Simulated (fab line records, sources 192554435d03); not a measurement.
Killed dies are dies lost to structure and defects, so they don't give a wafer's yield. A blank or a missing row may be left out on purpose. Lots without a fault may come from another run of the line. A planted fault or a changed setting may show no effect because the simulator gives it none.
Which tool did it? | flow n5_finfet | 9 lots, 27 wafers sampled, at 5 steps of a route of 1938

WHAT THE GAUGES READ, wafer by wafer
N5_MOL_CONTACT_COAG_INSPECT_57: inspects for defects (brightfield). Usual: raw_defect_count 208, standard deviation 59.
lot  | measured     | on                | raw_defect_count | flag
L243 | day 5 11:53  | defect_inspect-02 | 146 184 180      |
L246 | day 6 02:10  | defect_inspect-02 | 153 170 125      |
L248 | day 6 17:55  | defect_inspect-02 | 234 198 205      |
L253 | day 8 01:41  | defect_inspect-01 | 136 138 125      |
L256 | day 8 16:06  | defect_inspect-02 | 155 157 243      |
L262 | day 10 04:09 | defect_inspect-01 | 216 151 137      |
L263 | day 10 10:17 | defect_inspect-01 | 306 201 282      |
L264 | day 10 16:29 | defect_inspect-02 | 146 268 145      |
L265 | day 10 18:58 | defect_inspect-01 | 180 122 199      |

N5_BEOL_M4_RC_MEAS_101. Usual: DIBL_N 35.9 mV/V, standard deviation 1.9; DIBL_P 35.8 mV/V, standard deviation 2.4; IOFF_N 0.15 nA/um, standard deviation 0.031; IOFF_P 0.21 nA/um, standard deviation 0.037; ION_N 672 uA/um, standard deviation 13; ION_P 462 uA/um, standard deviation 8.3; SS_N 71.5 mV/dec, standard deviation 0.72; SS_P 73.2 mV/dec, standard deviation 0.67; VT_N 250 mV, standard deviation 3.4; VT_P -250 mV, standard deviation 3.4.
lot  | measured     | on        | DIBL_N (mV/V)  | DIBL_P (mV/V)  | IOFF_N (nA/um) | IOFF_P (nA/um) | ION_N (uA/um) | ION_P (uA/um) | SS_N (mV/dec)  | SS_P (mV/dec)  | VT_N (mV)   | VT_P (mV)      | flag
L243 | day 8 08:36  | prober-01 | 36.6 34.4 35.2 | 36.7 35.1 36.2 | 0.16 0.12 0.14 | 0.23 0.21 0.23 | 671 640 667   | 469 456 472   | 71.6 70.6 70.9 | 73.5 73.6 73.5 | 250 257 253 | -248 -249 -249 |
L246 | day 9 12:59  | prober-01 | 37.3 36.3 36.6 | 37.0 33.6 35.0 | 0.16 0.15 0.14 | 0.24 0.19 0.21 | 672 658 661   | 469 450 461   | 71.5 72.1 72.0 | 73.0 73.0 73.7 | 253 252 251 | -246 -252 -251 |
L248 | day 9 12:15  | prober-02 | 35.1 37.4 38.2 | 36.0 37.4 37.8 | 0.15 0.18 0.18 | 0.20 0.23 0.24 | 675 683 668   | 460 466 467   | 71.0 71.9 73.1 | 73.3 74.1 73.8 | 249 248 248 | -250 -251 -249 |
L253 | day 11 04:35 | prober-02 | 37.5 36.8 39.8 | 36.0 35.3 39.6 | 0.17 0.16 0.23 | 0.22 0.21 0.31 | 689 670 699   | 475 464 482   | 71.7 71.8 72.4 | 72.8 72.9 73.8 | 248 248 243 | -247 -246 -241 |
L256 | day 11 21:35 | prober-01 | 34.7 36.6 36.2 | 34.6 36.6 35.9 | 0.13 0.15 0.14 | 0.18 0.20 0.19 | 674 669 683   | 464 457 465   | 70.5 71.8 71.5 | 73.1 72.7 72.9 | 248 251 253 | -256 -250 -252 |
L262 | day 13 07:49 | prober-01 | 37.3 35.4 35.8 | 37.4 36.2 35.8 | 0.19 0.16 0.17 | 0.26 0.23 0.23 | 682 676 688   | 470 472 471   | 71.5 70.8 70.9 | 73.0 73.6 72.9 | 244 247 247 | -246 -248 -248 |
L263 | day 13 22:16 | prober-02 | 36.2 37.0 35.5 | 39.0 39.4 37.0 | 0.16 0.16 0.14 | 0.23 0.22 0.19 | 667 662 672   | 459 451 461   | 71.7 71.6 71.8 | 73.3 73.5 73.1 | 252 249 252 | -248 -250 -250 |
L264 | day 13 22:01 | prober-01 | 38.1 37.9 35.8 | 39.6 38.2 37.0 | 0.19 0.18 0.15 | 0.26 0.23 0.20 | 677 696 674   | 462 474 464   | 72.5 72.1 71.2 | 74.5 74.2 74.0 | 246 249 251 | -246 -248 -251 |
L265 | day 14 01:53 | prober-02 | 34.6 36.8 36.9 | 33.6 35.7 35.7 | 0.13 0.17 0.16 | 0.20 0.23 0.23 | 674 690 682   | 473 475 473   | 70.6 71.4 71.3 | 72.7 73.0 72.5 | 250 249 253 | -251 -247 -247 |

WHICH TOOL RAN EACH LOT (tool, then ch and the chambers of the sampled wafers, then the start)
lot  | N5_MOL_CONTACT_COAG_ETCH_15        | N5_MOL_CONTACT_COAG_ALD_27        | N5_MOL_CONTACT_COAG_ALD_123
L243 | rie_diel-05 ch 1,2,3, day 5 01:50  | ald_sin-02 ch 0,1,2, day 5 07:30  | ald_sin-03 ch 1,2,3, day 5 10:50
L246 | rie_diel-05 ch 2,3, day 5 16:58    | ald_sin-03 ch 0,1,3, day 5 23:18  | ald_sin-02 ch 0,2,3, day 6 01:12
L248 | rie_diel-06 ch 0,1, day 6 07:58    | ald_sin-02 ch 0,1,2, day 6 15:05  | ald_sin-03 ch 0,1,3, day 6 16:59
L253 | rie_diel-06 ch 0,1,2, day 7 12:02  | ald_sin-02 ch 1,2,3, day 7 21:47  | ald_sin-03 ch 0,2,3, day 8 00:45
L256 | rie_diel-06 ch 0,3, day 8 06:50    | ald_sin-03 ch 0,1, day 8 12:53    | ald_sin-01 ch 0,2,3, day 8 15:03
L262 | rie_diel-06 ch 1,3, day 9 17:05    | ald_sin-01 ch 1,2, day 10 01:13   | ald_sin-01 ch 2,3, day 10 03:13
L263 | rie_diel-06 ch 1,2,3, day 9 21:19  | ald_sin-02 ch 0,1,3, day 10 07:06 | ald_sin-03 ch 0,2,3, day 10 09:14
L264 | rie_diel-05 ch 0,1,2, day 10 07:27 | ald_sin-03 ch 0,1, day 10 13:21   | ald_sin-03 ch 0,1,3, day 10 15:26
L265 | rie_diel-04 ch 0,2, day 10 08:44   | ald_sin-01 ch 0,1,2, day 10 15:43 | ald_sin-01 ch 0,2,3, day 10 17:55
- N5_MOL_CONTACT_COAG_ETCH_15: etches SiNx in CH3F/O2, stops on Si:P, target depth 7 nm.
- N5_MOL_CONTACT_COAG_ALD_27: deposits SiOC, target thk 17 nm, pulse time 1.5 s, time 2720 s.
- N5_MOL_CONTACT_COAG_ALD_123: deposits SiNx, target thk 5 nm, pulse time 1 s, purge time 2 s.

WHAT THE TOOLS THEMSELVES READ (means of the sampled wafers that have a number; where no wafer has one, the mark that the record gives instead)
N5_MOL_CONTACT_COAG_ETCH_15. Usual: drypump_motor_current_A 5.7 A, standard deviation 0.51; oes_product_au 0.57 a.u., standard deviation 0.057; rf_vpp_V 297 V, standard deviation 6; showerhead_plenum_p_Torr 1.96 Torr, standard deviation 0.071; throttle_valve_pct 16.41 %, standard deviation 0.21.
lot  | tool        | drypump_motor_current_A (A) | oes_product_au (a.u.) | rf_vpp_V (V) | showerhead_plenum_p_Torr (Torr) | throttle_valve_pct (%) | flag
L243 | rie_diel-05 | 6.0                         | 0.57                  | 300          | 1.97                            | 16.34                  |
L246 | rie_diel-05 | 5.8                         | 0.58                  | 305          | 2.01                            | 16.30                  |
L248 | rie_diel-06 | 5.9                         | 0.53                  | 293          | 1.89                            | 16.54                  |
L253 | rie_diel-06 | 5.9                         | 0.57                  | 296          | 1.95                            | 16.36                  |
L256 | rie_diel-06 | 5.6                         | 0.61                  | 298          | 1.97                            | 16.25                  |
L262 | rie_diel-06 | 5.4                         | 0.57                  | 295          | 1.87                            | 16.44                  |
L263 | rie_diel-06 | 5.4                         | 0.61                  | 297          | 1.94                            | 16.26                  |
L264 | rie_diel-05 | 6.1                         | 0.54                  | 298          | 1.95                            | 16.49                  |
L265 | rie_diel-04 | 5.3                         | 0.53                  | 301          | 2.08                            | 16.52                  |

N5_MOL_CONTACT_COAG_ALD_27. Usual: heater_power_w 831 W, standard deviation 75; precursor_pulse_height_rel 0.999, standard deviation 0.02; susceptor_temp_C 400.01 C, standard deviation 0.22.
lot  | tool       | heater_power_w (W) | precursor_pulse_height_rel | susceptor_temp_C (C) | flag
L243 | ald_sin-02 | 844                | 0.985                      | 400.13               |
L246 | ald_sin-03 | 846                | 1.024                      | 400.07               |
L248 | ald_sin-02 | 833                | 0.993                      | 399.98               |
L253 | ald_sin-02 | 852                | 1.011                      | 399.87               |
L256 | ald_sin-03 | 873                | 1.000                      | 400.05               |
L262 | ald_sin-01 | 754                | 1.006                      | 399.72               |
L263 | ald_sin-02 | 850                | 1.014                      | 400.02               |
L264 | ald_sin-03 | 911                | 1.010                      | 400.28               |
L265 | ald_sin-01 | 776                | 0.982                      | 400.12               |

N5_MOL_CONTACT_COAG_ALD_123. Usual: heater_power_w 834 W, standard deviation 88; precursor_pulse_height_rel 1.000, standard deviation 0.02; susceptor_temp_C 400.03 C, standard deviation 0.23.
lot  | tool       | heater_power_w (W) | precursor_pulse_height_rel | susceptor_temp_C (C) | flag
L243 | ald_sin-03 | 880                | 1.007                      | 400.17               |
L246 | ald_sin-02 | 821                | 0.998                      | 400.27               |
L248 | ald_sin-03 | 853                | 0.982                      | 404.06               | OFF
L253 | ald_sin-03 | 874                | 0.997                      | 404.15               | OFF
L256 | ald_sin-01 | 752                | 0.994                      | 400.13               |
L262 | ald_sin-01 | 717                | 0.995                      | 400.09               |
L263 | ald_sin-03 | 858                | 1.008                      | 399.86               |
L264 | ald_sin-03 | 848                | 0.998                      | 400.17               |
L265 | ald_sin-01 | 749                | 0.996                      | 399.99               |

THE ANSWER, worked out from the rows above alone
Rule: a lot is off if the mean of its wafers that have a number lies more than 3 standard deviations from the usual mean. A lot without any number at a reading at which 4 lots or more have one is off too. The other lots that the step has rows for count as sound. The gauges are gone through in route order, then the tools' own readings, and for those a lot's mean is taken as printed above. The first step at which some lot is off is used, and at that step the reading that is off furthest; a lot without a number counts as furthest.
Off: L248, L253, at N5_MOL_CONTACT_COAG_ALD_123 (susceptor_temp_C).
A tool fits if, at that step or a process step before it, it ran every lot that is off, and no sound lot after the first of them. None of those tried fits.

WHAT THE SIMULATOR HAD PUT IN
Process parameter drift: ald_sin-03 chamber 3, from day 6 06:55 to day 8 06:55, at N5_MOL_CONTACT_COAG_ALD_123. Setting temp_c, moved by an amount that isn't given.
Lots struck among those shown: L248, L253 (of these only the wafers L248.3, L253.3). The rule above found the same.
